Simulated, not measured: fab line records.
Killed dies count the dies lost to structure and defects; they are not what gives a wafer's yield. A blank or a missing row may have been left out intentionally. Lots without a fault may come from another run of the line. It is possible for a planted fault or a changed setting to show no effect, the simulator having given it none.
A struck lot beside a sound one :: flow n5_finfet :: 38 out of 1938 route steps
Sound: these wafers, L808.1, L808.2, L808.4. Wafers L819.1, L819.2, L819.3 were the ones struck. The cause is given at the end.
Order at every step that has rows: each side's tool, ch and its chambers, its first start. Under that, the readings that differ: sound wafers :: struck wafers :: difference of the means :: sigmas: that difference in standard deviations of wafers without a fault.
alike: a reading whose means differ by less than 2 such deviations, as well as words and numbers matching on both sides. not compared: withheld readings; readings where some wafer has no value; bounds like >300 that might hide an equal value; numbers whose values overlap and for which the record gives no deviation.
The two part at a step that has a row with sigmas, a row that says differs or no value, or rows on one side only. Numbers that don't overlap but have no deviation are shown without sigmas and don't part them. A reading missing from all wafers of one side parts the sides only when that side holds two or more wafers.

first, 9 steps without rows for these wafers: N5_BEOL_M4_ANNEAL_95 (time 240 s); N5_BEOL_M4_SPUTTER_96 (material Cu, target thk 4.5 nm, time 8.29 s); N5_BEOL_M4_ECD_50 (material Cu, target thk 300 nm); N5_BEOL_M4_ANNEAL_51 (time 90 s); N5_BEOL_M4_CMP_52 (polishes, stops on SiOC, t overpolish 6.8 s, target thk 40 nm); N5_BEOL_M4_PRE_CLEAN_60 (time 15 s); N5_BEOL_M4_CO_CAP_55 (material Co, precursor CCTBA/H2, target thk 2 nm, time 102.1 s); N5_BEOL_M4_PRE_CLEAN_56 (time 15 s); N5_BEOL_M4_DEP_57 (deposits SiCN from 3MS/NH3, target thk 8 nm, time 14 s).
N5_BEOL_M4_RC_MEAS_101:
  sound on prober-02 ch 0, day 7 17:07; struck on prober-01 ch 0, day 10 15:12
  alike: DIBL_N, DIBL_P, IOFF_N, IOFF_P, ION_N, ION_P, SS_N, SS_P, VT_N, VT_P
then, 24 steps without rows for these wafers: N5_BEOL_M5_ILD_DEP_00 (deposits SiCOH lowk from DEMS/porogen, target thk 140.64 nm, time 25.9 s); N5_BEOL_M5_CURE_79 (cures SiCOH lowk, time 240 s); N5_BEOL_M5_PECVD_70 (deposits SiO2 from TEOS/O2, target thk 16 nm, time 18 s); N5_BEOL_M5_HM_DEP_02 (deposits TiN, target thk 20 nm); N5_BEOL_M5_COAT_59 (time 60 s, resist thk 60 nm); N5_BEOL_M5_COAT_60 (time 60 s, resist thk 12 nm); N5_BEOL_M5_COAT_71 (time 60 s, resist thk 5 nm); N5_BEOL_M5_COAT_05 (resist thk 30 nm); N5_BEOL_M5_EBR_07; N5_BEOL_M5_SOFTBAKE_06 (time 60 s); N5_BEOL_M5_EXPOSE_08 (exposes mask M5, target cd 28 nm); N5_BEOL_M5_PEB_09 (peb time 60 s); N5_BEOL_M5_DEVELOP_10 (develop time 30 s); N5_BEOL_M5_DESCUM_16 (chemistry O2, time 7 s); N5_BEOL_M5_ETCH_72 (etches underlayer in N2/H2, target depth 6.5 nm, time 5.2 s); N5_BEOL_M5_ETCH_61 (etches SiARC in CF4, target depth 15.6 nm, time 26 s); N5_BEOL_M5_ETCH_62 (etches SOC in N2/H2, target depth 75 nm, overetch 15 nm, time 112.5 s); N5_BEOL_M5_STRIP_63 (strips in N2/H2); N5_BEOL_M5_STRIP_73 (strips in N2/H2); N5_BEOL_M5_STRIP_64 (strips in CF4); N5_BEOL_M5_HM_OPEN_17 (chemistry Cl2/BCl3, target TiN, target depth 20 nm, overetch 6 nm); N5_BEOL_M5_STRIP_19 (strips in O2); N5_BEOL_M5_COAT_65 (time 60 s, resist thk 60 nm); N5_BEOL_M5_COAT_66 (time 60 s, resist thk 12 nm).
-- record jumps: 4 days separate the struck wafers' starts on either side; left off in module BEOL_M5, taken up again in module BEOL_M15, whose first shown step is the route's number 1821 --
N5_BEOL_M15_SPUTTER_45: material Cu, target thk 100 nm, time 16.67 s.
  sound on pvd_sputter-03 at day 11 06:55; struck on pvd_sputter-03 at day 15 01:40
  no value came back on the struck wafers for bias_v (V), cathode_dc_power_W (W), susceptor_temp_C (C), throttle_valve_pct (%); on the sound wafers bias_v (V) reads 60.3 59.8 60.9
N5_BEOL_M15_THK_MEAS_50: measures by xrf.
  sound on film_metro-01 at day 11 07:52; struck on film_metro-02 at day 15 02:37
reading: M15_THK (nm)
sound: 833 845 859
struck: - - -
difference: no value on the struck wafers
sigmas: 
N5_BEOL_M15_RS_MEAS_54: uses a four-point probe to measure.
  sound on film_metro-02 at day 11 08:00; struck on film_metro-01 at day 15 02:44
reading: M15_RS (ohm/sq)
sound: 0.0215 0.0212 0.0208
struck: 30.819 32.387 31.856
difference: +31.666
sigmas: +99 or more
N5_PASSIVATION_PROBE_49:
  the record has rows for the struck wafers here (prober-02, day 15 22:28) and none for the sound ones

WHERE THEY PART
At N5_BEOL_M15_SPUTTER_45 first; at N5_PASSIVATION_PROBE_49 last (within this record only).

WHY: whatever the simulator had introduced
Beginning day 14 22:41, the whole step at N5_BEOL_M15_SPUTTER_45 was skipped on pvd_sputter-03. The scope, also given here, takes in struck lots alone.
